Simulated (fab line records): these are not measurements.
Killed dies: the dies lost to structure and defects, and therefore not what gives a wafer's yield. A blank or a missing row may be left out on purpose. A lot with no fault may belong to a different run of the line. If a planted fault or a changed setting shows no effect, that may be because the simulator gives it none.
Split-lot study | flow n5_finfet | 39 wafers read across 7 lots, on a route 1938 steps long

## ABOUT THE SPLIT
At N5_HKMG_FIN_ETCH_35 (etches SOC in N2/H2, target depth 215.8 nm, time 243.4 s), the setting time_s was moved away from the recipe's 243.4 s on 9 of the 39 wafers read, by -21.4% to +18.3%. All remaining wafers had this setting at the recipe value.

The reading is taken at the split's own step.

## THE READING
SOC_of_HKMG_FIN_COAT_29.thk_nm (the simulator's own value, which no gauge read), in nm, at N5_HKMG_FIN_ETCH_35 (etches SOC in N2/H2, target depth 215.8 nm, time 243.4 s). The file does not state a usual value for it. Average 84.4 nm, standard deviation 3.9 nm, over the 30 wafers here run with the recipe.

wafer  | tool, chamber at the split | time_s as run, s | against the recipe | SOC_of_HKMG_FIN_COAT_29.thk_nm, nm | against lot-mates on the recipe
L078.1 | rie_diel-06, 1             | 243.4            | recipe             | 82.6                               | -
L078.2 | rie_diel-06, 3             | 243.4            | recipe             | 87.2                               | -
L078.3 | rie_diel-06, 0             | 243.4            | recipe             | 89.6                               | -
L078.4 | rie_diel-06, 2             | 243.4            | recipe             | 84                                 | -
L078.5 | rie_diel-06, 3             | 243.4            | recipe             | 85.2                               | -
L078.6 | rie_diel-06, 0             | 243.4            | recipe             | 87.6                               | -
L081.1 | rie_diel-06, 2             | 243.4            | recipe             | 83.6                               | -
L081.2 | rie_diel-06, 0             | 266.7            | +9.6%              | 71                                 | -12.1
L081.3 | rie_diel-06, 3             | 266.7            | +9.6%              | 63.8                               | -19.3
L081.4 | rie_diel-06, 1             | 243.4            | recipe             | 82.2                               | -
L081.5 | rie_diel-06, 3             | 266.7            | +9.6%              | 64.4                               | -18.7
L081.6 | rie_diel-06, 2             | 243.4            | recipe             | 83.6                               | -
L082.1 | rie_diel-06, 2             | 243.4            | recipe             | 82.6                               | -
L082.2 | rie_diel-06, 0             | 243.4            | recipe             | 92.8                               | -
L082.3 | rie_diel-06, 1             | 243.4            | recipe             | 82.8                               | -
L082.4 | rie_diel-06, 3             | 243.4            | recipe             | 86.2                               | -
L082.5 | rie_diel-06, 1             | 243.4            | recipe             | 83.8                               | -
L082.6 | rie_diel-06, 2             | 243.4            | recipe             | 84.2                               | -
L083.1 | rie_diel-02, 1             | 243.4            | recipe             | 89.2                               | -
L083.2 | rie_diel-02, 2             | 288              | +18.3%             | 44.6                               | -43.4
L083.3 | rie_diel-02, 3             | 243.4            | recipe             | 86.2                               | -
L083.4 | rie_diel-02, 0             | 243.4            | recipe             | 88.6                               | -
L083.5 | rie_diel-02, 2             | 288              | +18.3%             | 47.8                               | -40.2
L083.6 | rie_diel-02, 3             | 288              | +18.3%             | 48                                 | -40.0
L087.1 | rie_diel-01, 1             | 243.4            | recipe             | 80.8                               | -
L087.5 | rie_diel-01, 3             | 243.4            | recipe             | 74.8                               | -
L087.6 | rie_diel-01, 2             | 243.4            | recipe             | 81.2                               | -
L089.1 | rie_diel-06, 2             | 243.4            | recipe             | 89                                 | -
L089.2 | rie_diel-06, 1             | 191.3            | -21.4%             | 128.6                              | +42.9
L089.3 | rie_diel-06, 0             | 191.3            | -21.4%             | 136.2                              | +50.5
L089.4 | rie_diel-06, 3             | 243.4            | recipe             | 87.6                               | -
L089.5 | rie_diel-06, 2             | 191.3            | -21.4%             | 133                                | +47.3
L089.6 | rie_diel-06, 1             | 243.4            | recipe             | 80.6                               | -
L096.1 | rie_diel-01, 0             | 243.4            | recipe             | 87.6                               | -
L096.2 | rie_diel-01, 3             | 243.4            | recipe             | 77                                 | -
L096.3 | rie_diel-01, 1             | 243.4            | recipe             | 85.8                               | -
L096.4 | rie_diel-01, 2             | 243.4            | recipe             | 82.2                               | -
L096.5 | rie_diel-01, 3             | 243.4            | recipe             | 77.8                               | -
L096.6 | rie_diel-01, 2             | 243.4            | recipe             | 84.4                               | -

FIT RESULTS
A straight line over all 39 wafers: SOC_of_HKMG_FIN_COAT_29.thk_nm changes by -2.14 nm for each +1% of time_s; r = -0.98; the points scatter about the line by 3.9 nm.
The same after taking each lot's own level away (the mean of its wafers on the recipe; 39 wafers): -2.17 nm for each +1%; r = -0.98; scatter 3.3 nm.
Per that fit: largest time_s move, reading shift of 46 nm.
Across the lots, their own levels run from 78.93 to 88.00 nm, a range of 2.3 times the standard deviation given above.
Hence the lot-to-lot level has little effect on the slope; both slopes agree.
Check: +47.6 nm against its lot-mates is what the line predicts for one of the wafers moved furthest among these (-21.4%) when that wafer is left out of the fit. Against them it came out at +42.9 nm.

## THESE WAFERS: OTHER SPLITS
These wafers also went through other splits before the reading. Each is held against what the fit with the lots' levels taken away leaves over:
other split on the same wafers       | wafers away from the commonest value | r with SOC_of_HKMG_FIN_COAT_29.thk_nm (lot level and that fit taken away)
N5_WELL_APT_IMPLANT_32 energy_kev    | 12                                   | +0.14
N5_FIN_SAQP_HM_DEP_72 target_thk_a   | 12                                   | +0.09
N5_DUMMY_GATE_CVD_03 temp_c          | 6                                    | +0.03
N5_DUMMY_GATE_ETCH_31 target_depth_a | 18                                   | +0.23
N5_HKMG_FIN_HK_ALD_01 ald_cycles     | 12                                   | -0.10

## THE WHOLE CHAIN: every reading that the file lists as answering this split, in the file's order
step                | what it does                                             | reading                                                                         | change (the file's fit)              | r (the file's)
N5_HKMG_FIN_ETCH_35 | etches SOC in N2/H2, target depth 215.8 nm, time 243.4 s | HKMG_FIN.feature_depth_nm (the simulator's own value, which no gauge read)      | +2.16 nm for each +1% of the setting | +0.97
N5_HKMG_FIN_ETCH_35 | etches SOC in N2/H2, target depth 215.8 nm, time 243.4 s | etch.depth_nm (the simulator's own value, which no gauge read)                  | +2.16 nm for each +1% of the setting | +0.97
N5_HKMG_FIN_ETCH_35 | etches SOC in N2/H2, target depth 215.8 nm, time 243.4 s | SOC_of_HKMG_FIN_COAT_29.thk_nm (the simulator's own value, which no gauge read) | -2.17 nm for each +1% of the setting | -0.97

## THE FILE'S OWN FIT
SOC_of_HKMG_FIN_COAT_29.thk_nm changes by -2.17 nm for each +1% of time_s, r = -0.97.
